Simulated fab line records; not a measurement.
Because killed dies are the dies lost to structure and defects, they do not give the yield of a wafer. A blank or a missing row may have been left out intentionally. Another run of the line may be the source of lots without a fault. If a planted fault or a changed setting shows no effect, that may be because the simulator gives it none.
fab line records	flow n5Finfet	part 1 of 2: steps 1 to 20 of 32
record lots=5	wafers=15	lastDay=16
route steps=1938 shown BEOL_M6@1196
lots untouched by any fault: they come from a run of this same line in which no faults occurred
startH: hours from the record's first day to the start of the lot's first wafer shown	waitH: hours elapsed since this lot's preceding step	" the same as in the row above	L1.1+2: a single row standing in for several wafers	- either no value or no given start	* or withheld: withheld	< > ~ a bound
route shown NAME@n: a module of which the file shows steps, and the number in the route of the first	usual: mean and standard deviation over wafers with no fault	same: alike in all rows	chamber/n: place in a boat	sites: readings site by site	_std_site: standard deviation across them	_edge_site: inner sites' mean taken away from outer sites' mean	radiusMm: how far each site lies from the wafer's centre	mask NAME#n: copy n	behind: the last tool/chamber to shape the wafer	hold: the reason the lot was held/the length of the hold in hours/how it ended	device: names the non-switching transistor (n, p or np)	end of line: at the end of the route, the tests of the same wafers	where a step has no rows: the recipe by itself	killed: not the wafer's yield, but the dies lost to structure and defects at the first sort	map: the dies of a wafer, with x for killed, . for not killed, _ for no die there
set.NAME: the run value of the setting; set.NAME@STEP: its run value at that earlier step	model.NAME: the simulator's own value behind a step, which no gauge read
lots at some steps of the route; a table a step, a row a wafer
services: from which hour (startH, from the record's first day; less than 0 if before it) a tool's chamber was out of use, for how many hours, and why
## steps
# step N5_BEOL_M6_THK_MEAS_01
# recipe reads=SiCOH_lowk_of_BEOL_M6_ILD_DEP_00
# usual M6_ILD_THK=154.3/2
lot.wafer	tool	chamber	startH	waitH	M6_ILD_THK[nm]
L081.1	filmMetro-01	-	224.24	0.4	152.2
L081.5	"	-	"	"	155.8
L081.6	"	-	"	"	155.5
L087.1	filmMetro-02	-	255.02	0.4	153.5
L087.2	"	-	"	"	153.6
L087.5	"	-	"	"	156.8
L090.1	filmMetro-02	-	269.89	0.4	150.5
L090.4	"	-	"	"	154.6
L090.6	"	-	"	"	153.6
L091.2	filmMetro-01	-	283.30	0.7	153.7
L091.4	"	-	"	"	156.7
L091.5	"	-	"	"	157.6
L094.2	filmMetro-02	-	291.92	0.4	153.3
L094.3	"	-	"	"	153.7
L094.4	"	-	"	"	156.1
# step N5_BEOL_M6_PECVD_70
# recipe material=SiO2	targetThkA=200	tempC=400	precursor=TEOS/O2	pressureTorr=5.5	rfW=450	teosFlowSccm=53.8	gas=O2	flowSccm=3000	timeS=22.7
# usual heaterPowerW=736/83	showerheadPlenumPTorr=8.80/0.065	throttleValvePct=22.7/1.4
lot.wafer	tool	chamber	startH	waitH	heaterPowerW	showerheadPlenumPTorr	throttleValvePct
L081.1	pecvd-01	0	224.28	0.0	808	8.86	22.5
L081.5	"	2	"	"	785	8.65	20.5
L081.6	"	0	"	"	652	8.87	22.5
L087.1	pecvd-04	0	255.06	0.0	812	8.88	23.3
L087.2	"	2	"	"	747	8.71	22.0
L087.5	"	1	"	"	962	8.85	22.7
L090.1	pecvd-02	1	269.93	0.0	629	8.76	23.4
L090.4	"	1	"	"	619	8.79	23.3
L090.6	"	0	"	"	703	8.84	25.4
L091.2	pecvd-02	2	283.34	0.0	699	8.80	21.7
L091.4	"	2	"	"	711	8.82	21.2
L091.5	"	1	"	"	727	8.78	23.3
L094.2	pecvd-02	2	291.96	0.0	698	8.84	21.2
L094.3	"	0	"	"	659	8.83	25.2
L094.4	"	0	"	"	653	8.84	25.4
# step N5_BEOL_M6_HM_DEP_02
# recipe material=TiN	targetThkA=200	tempC=25	chamberPressurePa=0.49996
# usual chamberPressurePa=0.5001/0.001	throttleValvePct=29.7/1.4
lot.wafer	tool	chamber	startH	waitH	chamberPressurePa	throttleValvePct
L081.1	pvdSputter-03	-	224.86	0.6	0.5004	29.2
L081.5	"	-	"	"	0.4993	30.3
L081.6	"	-	"	"	0.4988	29.4
L087.1	pvdSputter-03	-	257.07	2.0	0.5010	31.2
L087.2	"	-	"	"	0.5009	29.2
L087.5	"	-	"	"	0.5007	31.0
L090.1	pvdSputter-03	-	271.26	1.3	0.5011	30.6
L090.4	"	-	"	"	0.4999	29.1
L090.6	"	-	"	"	0.5002	30.3
L091.2	pvdSputter-02	-	284.51	1.2	0.4992	31.0
L091.4	"	-	"	"	0.4992	29.5
L091.5	"	-	"	"	0.4982	29.3
L094.2	pvdSputter-01	-	293.47	1.5	0.5021	27.7
L094.3	"	-	"	"	0.4994	30.4
L094.4	"	-	"	"	0.5024	26.6
# step N5_BEOL_M6_COAT_59
# recipe resist=SOC	tempC=250	timeS=60	spinRpm=1500	resistThkNm=100
# usual plateTempC=250.03/0.19
lot.wafer	tool	chamber	startH	waitH	plateTempC
L081.1	lithoTrack-02	0	224.98	0.1	249.87
L081.5	"	0	"	"	249.64
L081.6	"	0	"	"	249.99
L087.1	lithoTrack-02	0	257.19	0.1	250.10
L087.2	"	0	"	"	250.03
L087.5	"	0	"	"	250.00
L090.1	lithoTrack-04	0	271.39	0.1	250.07
L090.4	"	0	"	"	250.00
L090.6	"	0	"	"	249.98
L091.2	lithoTrack-04	0	284.63	0.1	250.23
L091.4	"	0	"	"	250.02
L091.5	"	0	"	"	250.13
L094.2	lithoTrack-02	0	293.59	0.1	249.99
L094.3	"	0	"	"	250.52
L094.4	"	0	"	"	250.11
# step N5_BEOL_M6_COAT_60
# recipe resist=SiARC	tempC=220	timeS=60	spinRpm=1500	resistThkNm=35
# usual plateTempC=219.96/0.16
lot.wafer	tool	chamber	startH	waitH	plateTempC
L081.1	lithoTrack-02	0	-	-	220.01
L081.5	"	0	"	"	220.03
L081.6	"	0	"	"	219.81
L087.1	lithoTrack-02	0	-	-	220.33
L087.2	"	0	"	"	219.84
L087.5	"	0	"	"	219.90
L090.1	lithoTrack-04	0	-	-	219.91
L090.4	"	0	"	"	219.92
L090.6	"	0	"	"	219.93
L091.2	lithoTrack-04	0	-	-	219.57
L091.4	"	0	"	"	219.62
L091.5	"	0	"	"	219.90
L094.2	lithoTrack-02	0	-	-	219.87
L094.3	"	0	"	"	220.04
L094.4	"	0	"	"	220.09
# step N5_BEOL_M6_COAT_05
# recipe resist=CAR-ArF	spinRpm=1500	resistThkNm=90
lot.wafer	tool	chamber	startH	waitH
L081.1+5+6	lithoTrack-02	0	-	-
L087.1+2+5	lithoTrack-02	0	-	-
L090.1+4+6	lithoTrack-04	0	-	-
L091.2+4+5	lithoTrack-04	0	-	-
L094.2+3+4	lithoTrack-02	0	-	-
# step N5_BEOL_M6_EBR_07
# recipe solvent=PGMEA	ebrWidthMm=1.5
# same ebrWidthMm=1.5
lot.wafer	tool	chamber	startH	waitH
L081.1+5+6	lithoTrack-02	0	-	-
L087.1+2+5	lithoTrack-02	0	-	-
L090.1+4+6	lithoTrack-04	0	-	-
L091.2+4+5	lithoTrack-04	0	-	-
L094.2+3+4	lithoTrack-02	0	-	-
# step N5_BEOL_M6_SOFTBAKE_06
# recipe tempC=110	timeS=60	resist=CAR-ArF
# usual plateTempC=110.00/0.12
lot.wafer	tool	chamber	startH	waitH	plateTempC
L081.1	lithoTrack-02	0	-	-	109.96
L081.5	"	0	"	"	110.20
L081.6	"	0	"	"	110.12
L087.1	lithoTrack-02	0	-	-	110.03
L087.2	"	0	"	"	110.14
L087.5	"	0	"	"	110.21
L090.1	lithoTrack-04	0	-	-	110.01
L090.4	"	0	"	"	109.93
L090.6	"	0	"	"	109.83
L091.2	lithoTrack-04	0	-	-	109.77
L091.4	"	0	"	"	110.00
L091.5	"	0	"	"	109.99
L094.2	lithoTrack-02	0	-	-	110.06
L094.3	"	0	"	"	109.94
L094.4	"	0	"	"	110.06
# step N5_BEOL_M6_EXPOSE_08
# recipe maskId=M6	na=1.35	sourceShape=dipole	sigmaInner=0.817	sigmaOuter=0.97	polarization=te	doseMj=68.25
# usual focusOffsetNm=0.0/0.5	reticleTempC=23.05/0.098
lot.wafer	tool	chamber	startH	waitH	mask	focusOffsetNm	reticleTempC
L081.1	arfiScanner-01	0	225.23	-	M6#0	-0.2	23.10
L081.5	"	0	"	"	M6#0	0.6	23.06
L081.6	"	0	"	"	M6#0	-0.7	23.10
L087.1	arfiScanner-03	0	257.31	-	M6#0	0.2	23.13
L087.2	"	0	"	"	M6#0	0.3	23.02
L087.5	"	0	"	"	M6#0	0.8	23.06
L090.1	arfiScanner-01	0	271.63	-	M6#0	-0.1	23.01
L090.4	"	0	"	"	M6#0	-1.0	22.98
L090.6	"	0	"	"	M6#0	0.0	23.17
L091.2	arfiScanner-01	0	284.76	-	M6#0	-0.3	23.05
L091.4	"	0	"	"	M6#0	-1.2	23.10
L091.5	"	0	"	"	M6#0	0.2	23.17
L094.2	arfiScanner-03	0	293.72	-	M6#0	0.4	23.08
L094.3	"	0	"	"	M6#0	0.6	23.03
L094.4	"	0	"	"	M6#0	0.0	23.07
# step N5_BEOL_M6_PEB_09
# recipe pebTempC=withheld	pebTimeS=60	resist=CAR-ArF
# same pebTimeS=60
lot.wafer	tool	chamber	startH	waitH
L081.1+5+6	lithoTrack-05	0	225.29	0.1
L087.1+2+5	lithoTrack-05	0	257.37	0.1
L090.1+4+6	lithoTrack-02	0	271.69	0.1
L091.2+4+5	lithoTrack-05	0	284.81	0.0
L094.2+3+4	lithoTrack-04	0	293.77	0.0
# step N5_BEOL_M6_DEVELOP_10
# recipe developTimeS=30	developer=TMAH	resist=CAR-ArF	rinseLiquid=diw	dry=airSpin	devTempC=23
lot.wafer	tool	chamber	startH	waitH
L081.1+5+6	lithoTrack-05	0	-	-
L087.1+2+5	lithoTrack-05	0	-	-
L090.1+4+6	lithoTrack-02	0	-	-
L091.2+4+5	lithoTrack-05	0	-	-
L094.2+3+4	lithoTrack-04	0	-	-
# step N5_BEOL_M6_CD_MEAS_11
# recipe targetCdNm=38.5	landingEnergyEv=500	detector=seInlens	polarity=opening
# usual cdNm=38.5/0.39
# same landingEnergyEv=500
lot.wafer	tool	chamber	startH	waitH	cdNm
L081.1	cdSem-03	0	225.36	-	38.8
L081.5	"	0	"	"	37.9
L081.6	"	0	"	"	37.7
L087.1	cdSem-01	0	257.44	-	38.3
L087.2	"	0	"	"	38.4
L087.5	"	0	"	"	38.5
L090.1	cdSem-03	0	271.76	-	38.9
L090.4	"	0	"	"	38.2
L090.6	"	0	"	"	38.7
L091.2	cdSem-01	0	284.88	-	38.9
L091.4	"	0	"	"	38.6
L091.5	"	0	"	"	39.2
L094.2	cdSem-02	0	293.84	-	37.8
L094.3	"	0	"	"	38.2
L094.4	"	0	"	"	38.0
# step N5_BEOL_M6_OVL_MEAS_12
# recipe pointsPerWafer=44
# usual M6_OVL=-0.6/0.69
# same pointsPerWafer=44
lot.wafer	tool	chamber	startH	waitH	M6_OVL[nm]
L081.1	overlay-02	0	225.39	0.0	-1.0
L081.5	"	0	"	"	-1.2
L081.6	"	0	"	"	-1.7
L087.1	overlay-02	0	257.47	0.0	-0.3
L087.2	"	0	"	"	-0.3
L087.5	"	0	"	"	-0.6
L090.1	overlay-01	0	271.79	0.0	-0.9
L090.4	"	0	"	"	-0.3
L090.6	"	0	"	"	-0.7
L091.2	overlay-01	0	284.91	0.0	-0.5
L091.4	"	0	"	"	-0.9
L091.5	"	0	"	"	-1.6
L094.2	overlay-02	0	293.87	0.0	-1.3
L094.3	"	0	"	"	0.1
L094.4	"	0	"	"	-0.4
# step N5_BEOL_M6_INSPECT_13
# recipe mode=adi	inspectInstrument=brightfield
# usual rawDefectCount=384/84
lot.wafer	tool	chamber	startH	waitH	rawDefectCount
L081.1	defectInspect-02	-	225.41	0.0	196
L081.5	"	-	"	"	224
L081.6	"	-	"	"	279
L087.1	defectInspect-02	-	257.49	0.0	293
L087.2	"	-	"	"	398
L087.5	"	-	"	"	281
L090.1	defectInspect-01	-	271.81	0.0	348
L090.4	"	-	"	"	364
L090.6	"	-	"	"	430
L091.2	defectInspect-01	-	284.93	0.0	380
L091.4	"	-	"	"	381
L091.5	"	-	"	"	394
L094.2	defectInspect-02	-	293.89	0.0	383
L094.3	"	-	"	"	480
L094.4	"	-	"	"	378
# step N5_BEOL_M6_DESCUM_16
# recipe chemistry=O2	timeS=7.9	sourcePowerW=50	biasPowerW=20	pressureMtorr=20	rfFrequencyHz=2.712e+07	tempC=40	resist=CAR-ArF	o2FlowSccm=225
# usual drypumpMotorCurrentA=6.0/0.48	oesProductAu=0.79/0.093	rfVppV=243.5/1.3	showerheadPlenumPTorr=2.11/0.071	throttleValvePct=20.34/0.27
lot.wafer	tool	chamber	startH	waitH	drypumpMotorCurrentA	oesProductAu	rfHoursCounterH	rfVppV	showerheadPlenumPTorr	throttleValvePct
L081.1	rieDiel-04	1	225.78	0.4	5.8	0.77	149	244.0	2.09	20.67
L081.5	"	3	"	"	5.6	0.71	-	243.8	2.16	20.19
L081.6	"	0	"	"	6.6	0.69	-	242.0	1.97	20.28
L087.1	rieDiel-04	0	257.53	0.0	6.6	1.02	0	243.6	2.24	19.91
L087.2	"	1	"	"	5.7	0.74	164	244.0	2.08	20.70
L087.5	"	3	"	"	5.6	0.69	-	244.2	2.15	20.22
L090.1	rieDiel-05	1	271.85	0.0	6.3	0.90	32	243.3	2.14	20.16
L090.4	"	0	"	"	5.6	0.79	119	242.2	2.01	20.25
L090.6	"	3	"	"	5.5	0.75	-	244.9	2.19	20.63
L091.2	rieDiel-01	2	285.03	0.1	6.6	0.68	231	243.5	2.07	20.53
L091.4	"	2	"	"	6.6	0.68	-	242.7	2.07	20.53
L091.5	"	0	"	"	5.5	0.83	-	241.6	2.11	20.74
L094.2	rieDiel-04	3	293.93	0.0	5.7	0.68	239	243.0	2.15	20.22
L094.3	"	1	"	"	5.7	0.73	176	243.1	2.08	20.70
L094.4	"	0	"	"	6.6	0.95	15	243.5	2.23	19.91
# step N5_BEOL_M6_ETCH_61
# recipe chemistry=CF4	target=SiARC	targetDepthA=455	maskMaterial=CAR-ArF	timeS=75.8	ionEnergyEv=80	pressureMtorr=40	sourceW=545	biasW=36	Ar_flow_sccm=100	cf4FlowSccm=100	ends=cleared
# usual drypumpMotorCurrentA=6.0/0.48	etchRfOnTimeS=76.3/1.1	oesProductAu=0.67/0.076	rfVppV=184.3/1.3	showerheadPlenumPTorr=2.16/0.068	throttleValvePct=15.55/0.27
lot.wafer	tool	chamber	startH	waitH	drypumpMotorCurrentA	etchRfOnTimeS	oesProductAu	rfHoursCounterH	rfVppV	showerheadPlenumPTorr	throttleValvePct
L081.1	rieDiel-04	1	225.81	0.0	5.7	75.3	0.65	149	184.7	2.14	15.87
L081.5	"	3	"	"	5.6	77.2	0.61	-	185.6	2.21	15.47
L081.6	"	0	"	"	6.6	77.6	0.58	-	181.2	2.02	15.56
L087.1	rieDiel-04	0	257.56	0.0	6.6	74.6	0.87	0	186.0	2.28	15.05
L087.2	"	1	"	"	5.7	74.1	0.65	164	183.5	2.13	15.90
L087.5	"	3	"	"	5.6	75.9	0.60	-	186.5	2.20	15.49
L090.1	rieDiel-05	1	271.88	0.0	6.3	77.0	0.75	32	184.7	2.19	15.33
L090.4	"	0	"	"	5.6	77.4	0.67	119	184.3	2.07	15.54
L090.6	"	3	"	"	5.5	76.9	0.64	-	185.6	2.23	15.79
L091.2	rieDiel-01	2	285.08	0.0	6.6	77.4	0.58	231	184.6	2.12	15.72
L091.4	"	2	"	"	6.6	77.2	0.58	-	182.8	2.12	15.74
L091.5	"	0	"	"	5.5	76.5	0.72	-	184.0	2.17	15.93
L094.2	rieDiel-04	3	293.96	0.0	5.6	77.1	0.59	239	184.4	2.20	15.50
L094.3	"	1	"	"	5.7	75.8	0.63	176	185.9	2.13	15.95
L094.4	"	0	"	"	6.6	75.1	0.80	15	186.0	2.27	15.07
# step N5_BEOL_M6_ETCH_62
# recipe chemistry=N2/H2	target=SOC	targetDepthA=1100	overetchA=220	maskMaterial=SiARC	tempC=40	timeS=165	ionEnergyEv=200	pressureMtorr=30	sourceW=840	biasW=150	n2FlowSccm=200	h2FlowSccm=200
# usual drypumpMotorCurrentA=6.0/0.48	oesProductAu=0.67/0.073	rfVppV=524.5/2.6	showerheadPlenumPTorr=2.56/0.085	throttleValvePct=17.71/0.28
lot.wafer	tool	chamber	startH	waitH	drypumpMotorCurrentA	oesProductAu	rfHoursCounterH	rfVppV	showerheadPlenumPTorr	throttleValvePct
L081.1	rieDiel-04	1	225.87	0.0	5.7	0.65	149	523.7	2.54	18.14
L081.5	"	3	"	"	5.7	0.61	-	525.9	2.62	17.61
L081.6	"	0	"	"	6.6	0.58	-	519.1	2.40	17.71
L087.1	rieDiel-04	0	257.62	0.0	6.6	0.86	0	529.5	2.72	17.24
L087.2	"	1	"	"	5.7	0.64	164	522.6	2.54	18.18
L087.5	"	3	"	"	5.7	0.60	-	527.1	2.61	17.62
L090.1	rieDiel-05	1	271.94	0.0	6.3	0.75	32	526.2	2.59	17.47
L090.4	"	0	"	"	5.6	0.68	119	520.9	2.44	17.58
L090.6	"	3	"	"	5.5	0.64	-	527.3	2.64	17.86
L091.2	rieDiel-01	2	285.17	0.1	6.6	0.58	231	523.6	2.50	17.82
L091.4	"	2	"	"	6.6	0.59	-	522.8	2.50	17.84
L091.5	"	0	"	"	5.5	0.70	-	524.9	2.57	18.12
L094.2	rieDiel-04	3	294.02	0.0	5.7	0.58	239	527.1	2.61	17.64
L094.3	"	1	"	"	5.7	0.62	176	523.1	2.53	18.19
L094.4	"	0	"	"	6.6	0.79	15	527.8	2.71	17.28
# step N5_BEOL_M6_STRIP_68
# recipe chemistry=N2/H2	tempC=40	n2FlowSccm=200	h2FlowSccm=200	rfFrequencyHz=6e+07
lot.wafer	tool	chamber	startH	waitH
L081.1+5+6	rieDiel-04	1,3,0	226.01	0.1
L087.1+2+5	rieDiel-04	0,1,3	257.75	0.1
L090.1+4+6	rieDiel-05	1,0,3	272.07	0.1
L091.2+4+5	rieDiel-01	2,2,0	285.37	0.1
L094.2+3+4	rieDiel-04	3,1,0	294.15	0.1
# step N5_BEOL_M6_STRIP_67
# recipe chemistry=CF4	resist=SiARC	powerW=300	biasPowerW=75	pressureMtorr=50	cf4FlowSccm=150	rfFrequencyHz=6e+07
# usual drypumpMotorCurrentA=6.0/0.48	oesProductAu=0.79/0.086	rfVppV=271.4/1.7	showerheadPlenumPTorr=1.81/0.056	throttleValvePct=13.53/0.27
lot.wafer	tool	chamber	startH	waitH	drypumpMotorCurrentA	oesProductAu	rfHoursCounterH	rfVppV	showerheadPlenumPTorr	throttleValvePct
L081.1	rieDiel-04	1	226.02	0.0	5.7	0.76	149	271.1	1.79	13.85
L081.5	"	3	"	"	5.6	0.71	-	273.1	1.84	13.44
L081.6	"	0	"	"	6.6	0.69	-	270.5	1.70	13.58
L087.1	rieDiel-04	0	257.76	0.0	6.6	0.99	0	273.6	1.91	13.01
L087.2	"	1	"	"	5.7	0.75	165	270.7	1.79	13.88
L087.5	"	3	"	"	5.7	0.70	-	273.9	1.83	13.50
L090.1	rieDiel-05	1	272.08	0.0	6.2	0.88	32	272.1	1.83	13.26
L090.4	"	0	"	"	5.6	0.80	119	268.1	1.74	13.52
L090.6	"	3	"	"	5.5	0.75	-	271.8	1.86	13.76
L091.2	rieDiel-01	2	285.39	0.0	6.6	0.69	232	271.0	1.78	13.74
L091.4	"	2	"	"	6.6	0.69	-	271.2	1.78	13.75
L091.5	"	0	"	"	5.5	0.84	-	271.6	1.81	13.85
L094.2	rieDiel-04	3	294.16	0.0	5.7	0.69	239	272.3	1.83	13.52
L094.3	"	1	"	"	5.7	0.74	176	269.7	1.79	13.91
L094.4	"	0	"	"	6.6	0.93	15	273.4	1.91	13.05
# step N5_BEOL_M6_HM_OPEN_17
# recipe chemistry=Cl2/BCl3	targetDepthA=200	overetchA=60	target=TiN	maskMaterial=SOC	ionEnergyEv=150	pressureMtorr=10	icpW=1000	biasW=126	Cl2_flow_sccm=53.25	bcl3FlowSccm=21.75	Ar_flow_sccm=25
# usual bcl3FlowSccm=21.76/0.066	drypumpMotorCurrentA=5.4/0.33	oes_ar_750_au=0.77/0.067	oesProductAu=0.66/0.059	throttleValvePct=22.2/0.35
lot.wafer	tool	chamber	startH	waitH	bcl3FlowSccm	drypumpMotorCurrentA	oes_ar_750_au	oesProductAu	rfHoursCounterH	throttleValvePct
L081.1	rieMetal-02	1	226.06	0.0	21.84	5.3	0.83	0.71	25	22.0
L081.5	"	1	"	"	21.88	5.3	0.83	0.71	-	22.0
L081.6	"	0	"	"	21.76	5.5	0.74	0.64	-	21.6
L087.1	rieMetal-02	1	257.80	0.0	21.88	5.2	0.83	0.69	29	22.1
L087.2	"	1	"	"	21.70	5.3	0.82	0.69	-	22.1
L087.5	"	1	"	"	21.70	5.3	0.82	0.69	-	22.1
L090.1	rieMetal-01	0	272.12	0.0	21.82	5.3	0.73	0.60	72	22.0
L090.4	"	0	"	"	21.69	5.3	0.73	0.61	-	22.0
L090.6	"	0	"	"	21.81	5.3	0.73	0.60	-	22.0
L091.2	rieMetal-01	0	285.44	0.0	21.74	5.3	0.72	0.61	73	22.0
L091.4	"	1	"	"	21.71	6.1	0.76	0.66	-	22.5
L091.5	"	1	"	"	21.78	6.1	0.77	0.67	-	22.5
L094.2	rieMetal-03	1	294.21	0.0	21.73	5.6	0.84	0.73	21	22.4
L094.3	"	0	"	"	21.81	4.9	0.65	0.55	-	22.8
L094.4	"	1	"	"	21.72	5.6	0.85	0.74	-	22.4
